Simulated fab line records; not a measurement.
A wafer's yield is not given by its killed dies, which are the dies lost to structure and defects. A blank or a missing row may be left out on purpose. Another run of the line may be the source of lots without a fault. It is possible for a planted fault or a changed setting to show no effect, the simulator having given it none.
8D (eight disciplines) problem report, filled in by code || flow n5_finfet || the parts of the form that need people (team, actions taken, sign-off) are left out

1. WHAT WENT WRONG
At N5_BEOL_M12_COAT_66, spin_speed_rpm averages 1563.7 rpm over 6 wafers from 2 lots, while fault-free wafers read 1500.1 rpm, standard deviation 1. That puts it +64 standard deviations away from the usual mean.
The step: time 60 s, resist thk 110 nm.
The first sign was on wafer L200.1 at day 14 12:19, on litho_track-01. The record holds 34 wafers of 12 lots with a number at this step. Rule for "out", or "out of limits": more than 4 standard deviations from the usual mean. The other wafers with a number count as sound.

2. WHAT IT IS AND WHAT IT IS NOT
{"question": "which readings at this step", "is": "spin_speed_rpm", "is not": "heater_power_total_W, plate_temp_C, resist_line_temp_C"}
{"question": "which lots", "is": "L200, L202", "is not": "L186, L188, L189, L192, L194, L195, L198, L203, L204, L205"}
{"question": "which wafers of those lots", "is": "all that have a number", "is not": "-"}
{"question": "read on which tools", "is": "litho_track-01", "is not": "litho_track-04, litho_track-05"}
{"question": "when", "is": "from day 14 12:19", "is not": "up to then (18 sound wafers); but 10 sound wafers of L198, L203, L204, L205 came after"}

3. THE SUSPECTS, EACH WITH WHAT RULES IT OUT
Counting: any tool at a process step up to the reading is kept as a suspect provided that every lot that is out went through it and no sound lot did after the first of them.
- pvd_sputter-01 at N5_BEOL_M11_DEGAS_44 (time 60 s): ruled out as a lasting fault. The sound lots L204 went through it after L200, its earliest lot that is out (day 14 08:22).
- pvd_sputter-01 at N5_BEOL_M11_PRE_CLEAN_45 (time 30 s): ruled out as a lasting fault. The sound lots L204 went through it after L200, its earliest lot that is out (day 14 08:25).
- litho_track-01 at N5_BEOL_M12_COAT_66 (time 60 s, resist thk 110 nm): kept. It processed each lot that is out, first L200 at day 14 12:19, and no sound lot thereafter; up to then, the last sound lot it processed was L195 at day 13 14:55. Its own spin_speed_rpm readings are out on those wafers.
Left after counting: litho_track-01 at N5_BEOL_M12_COAT_66.

4. THE CAUSE (what the simulator had put in)
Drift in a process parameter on litho_track-01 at N5_BEOL_M12_COAT_66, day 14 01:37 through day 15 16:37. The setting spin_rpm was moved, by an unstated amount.
The count eliminated every tool but this one.

5. THE EFFECT CHAIN, in route order
Each row: a reading where the mean over the struck wafers with a number is more than 3 standard deviations away from the usual. Only readings whose record carries a usual standard deviation are examined. hours: median over the lots of the time between each lot's start at the first step of this table that gives one and its start at this step. sigmas: the change, counted in usual standard deviations.
{"hours": 0, "step": "N5_BEOL_M12_COAT_66", "reading": "spin_speed_rpm", "usual": "1500.1 rpm", "on struck wafers": 1563.7, "change": "+63.6", "sigmas": "+64"}
Process steps it contains:
- N5_BEOL_M12_COAT_66: time 60 s, resist thk 110 nm.

6. HOW IT WOULD HAVE BEEN CAUGHT EARLIER
In this record no reading fell out of limits until day 14 12:19, 11 hours after the fault had begun at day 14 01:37.
